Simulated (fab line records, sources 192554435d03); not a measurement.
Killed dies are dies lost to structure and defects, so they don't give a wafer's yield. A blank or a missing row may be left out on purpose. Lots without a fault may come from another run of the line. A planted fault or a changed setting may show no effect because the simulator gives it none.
One fault seen from 2 desks | flow n5_finfet | each desk has only its own numbers; what lay behind them comes last

THE DEFECT DESK
What the inspections along the route counted, lot by lot: means of the sampled wafers that have a number. A lot is out of limits, marked OUT, if its mean lies more than 4 standard deviations from the usual mean; the brackets give that distance.
Columns: A = raw_defect_count at N5_BEOL_M15_INSPECT_55, usual 73
lot  | first seen here | A
L708 | day 11 13:22    | 82
L711 | day 12 03:47    | 126
L715 | day 12 20:26    | 66
L714 | day 13 00:49    | 84
L718 | day 13 22:11    | 54
L721 | day 14 16:44    | 87
L719 | day 14 17:52    | 77
L722 | day 14 19:22    | 75
L723 | day 15 02:23    | 67
L724 | day 15 20:44    | 83
L730 | day 17 01:32    | 53
This desk's finding: nothing out of limits on any of the 11 lots.

THE TOOL OWNER'S DESK: rie_metal-02
The tool's own readings at N5_MIM_TOP_ETCH_ETCH_00 (etches TiN in Cl2/BCl3, target depth 38.5 nm): means of the sampled wafers that have a number, for each lot that ran on this tool. A lot is out of limits, marked OUT, if its mean lies more than 4 standard deviations from the usual mean; the brackets give that distance.
Columns: A = drypump_motor_current_A at N5_MIM_TOP_ETCH_ETCH_00, usual 5.4 A; B = he_backside_leak_sccm at N5_MIM_TOP_ETCH_ETCH_00, usual 3.46 sccm; C = mfc_cl2_sccm at N5_MIM_TOP_ETCH_ETCH_00, usual 53.26 sccm; D = oes_product_au at N5_MIM_TOP_ETCH_ETCH_00, usual 0.80 a.u.; E = throttle_valve_pct at N5_MIM_TOP_ETCH_ETCH_00, usual 22.81 %
lot  | first seen here | A   | B    | C               | D    | E
L711 | day 12 06:49    | 5.4 | 3.57 | 53.25           | 0.73 | 22.88
L714 | day 13 03:58    | 5.7 | 3.57 | 53.28           | 0.68 | 22.88
L718 | day 14 01:01    | 5.0 | 3.59 | 53.08           | 0.76 | 22.88
L721 | day 14 22:11    | 5.7 | 3.56 | 47.64 (-35) OUT | 0.93 | 21.93 (-4.2) OUT
L719 | day 14 22:25    | 5.7 | 3.59 | 47.75 (-34) OUT | 0.91 | 21.93 (-4.2) OUT
This desk's finding: out of limits on L719, L721; first on L721, day 14 22:11 (mfc_cl2_sccm at N5_MIM_TOP_ETCH_ETCH_00). In limits: L711, L714, L718.

PUT TOGETHER
The tool owner's desk could have raised an alarm at day 14 22:11, on L719, L721.
The defect desk saw nothing out of limits.
The defect desk has L719, L721 on record, within its limits.
Of the lots named, all ran N5_MIM_TOP_ETCH_ETCH_00 on rie_metal-02.

WHAT THE SIMULATOR HAD PUT IN
Process parameter drift: rie_metal-02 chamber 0, from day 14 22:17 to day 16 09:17, at N5_MIM_TOP_ETCH_ETCH_00. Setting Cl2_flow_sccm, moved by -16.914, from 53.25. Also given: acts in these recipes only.
Lots struck among those shown: L719, L721.
